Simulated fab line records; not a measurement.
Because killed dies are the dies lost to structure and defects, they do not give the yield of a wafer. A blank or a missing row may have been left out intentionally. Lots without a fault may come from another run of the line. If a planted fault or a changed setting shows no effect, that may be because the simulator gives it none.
Split-lot study	flow n5 finfet	route with 1938 steps; 7 lots, 21 wafers read

THE SPLIT
At N5_BEOL_M11_TRENCH_ETCH_37 (etches SiCOH lowk in C4F6/O2, target depth 148.83 nm, time 48 s), the setting bias w was moved away from the recipe's 185 W on 5 of the 21 wafers read, by -8.5% to +12.4%. This setting was run at the recipe's value on the other wafers.

The split's own step is where the reading is taken.

THE READING
rf vpp V, in V, at N5_BEOL_M11_TRENCH_ETCH_37 (etches SiCOH lowk in C4F6/O2, target depth 148.83 nm, time 48 s). Typical for fault-free wafers on this fab line: 670 V, with standard deviation 13 V.

wafer	tool, chamber at the split	bias w as run, W	against the recipe	rf vpp V, V	against lot-mates on the recipe
L077.3	rie diel-04, 3	185	recipe	664	-
L077.4	rie diel-04, 2	185	recipe	690	-
L077.6	rie diel-04, 3	185	recipe	666	-
L081.4	rie diel-02, 1	185	recipe	674	-
L081.5	rie diel-02, 2	169.2	-8.5%	629	-45
L081.6	rie diel-02, 3	169.2	-8.5%	598	-76
L074.1	rie diel-06, 0	185	recipe	662	-
L074.3	rie diel-06, 2	185	recipe	668	-
L074.5	rie diel-06, 0	196.7	+6.3%	695	+30
L083.2	rie diel-04, 2	200.1	+8.2%	733	+57
L083.3	rie diel-04, 0	185	recipe	689	-
L083.6	rie diel-04, 3	185	recipe	663	-
L087.1	rie diel-06, 3	185	recipe	676	-
L087.3	rie diel-06, 0	185	recipe	663	-
L087.4	rie diel-06, 2	185	recipe	667	-
L093.2	rie diel-02, 1	185	recipe	675	-
L093.4	rie diel-02, 3	185	recipe	643	-
L093.6	rie diel-02, 3	185	recipe	644	-
L096.3	rie diel-02, 2	185	recipe	674	-
L096.4	rie diel-02, 1	185	recipe	673	-
L096.6	rie diel-02, 2	208	+12.4%	740	+66

FIT RESULTS
A straight line over all 21 wafers: rf vpp V changes by +6.21 V for each +1% of bias w; r = +0.91; the points scatter about the line by 13 V.
The same after taking each lot's own level away (the mean of its wafers on the recipe; 21 wafers): +6.21 V for each +1%; r = +0.93; scatter 11 V.
According to that fit, moving bias w by its largest amount changes the reading by 77 V.
The span of the lots' own levels, 654.0 to 676.0 V, comes to 1.7 times the standard deviation stated above.
So the lot-to-lot level changes the slope little: the two slopes agree.
Check: +82.2 V against its lot-mates is what the line predicts for one of the wafers moved furthest among these (+12.4%) when that wafer is left out of the fit. Against them it came out at +66.5 V.
Tool readings at the split's step, against how far the setting was moved: rf vpp V r = +0.91.

THESE WAFERS: OTHER SPLITS
Before the reading, these wafers also passed through other splits. Each is held against what the fit with the lots' levels taken away leaves over:
other split on the same wafers	wafers away from the commonest value	r with rf vpp V (lot level and that fit taken away)
N5_BEOL_M5_COAT_22 spin rpm	7	-0.12
N5_BEOL_M7_COAT_63 spin rpm	8	+0.26
N5_BEOL_M7_COAT_71 spin rpm	8	+0.14
N5_BEOL_M7_VIA_ETCH_34 source w	8	-0.10
N5_BEOL_M9_HM_DEP_02 target thk a	9	-0.23
N5_BEOL_M9_COAT_05 spin rpm	8	-0.11
N5_BEOL_M10_COAT_64 spin rpm	4	-0.08

FILE'S OWN FIT
rf vpp V changes by +5.97 V for each +1% of bias w, r = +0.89.
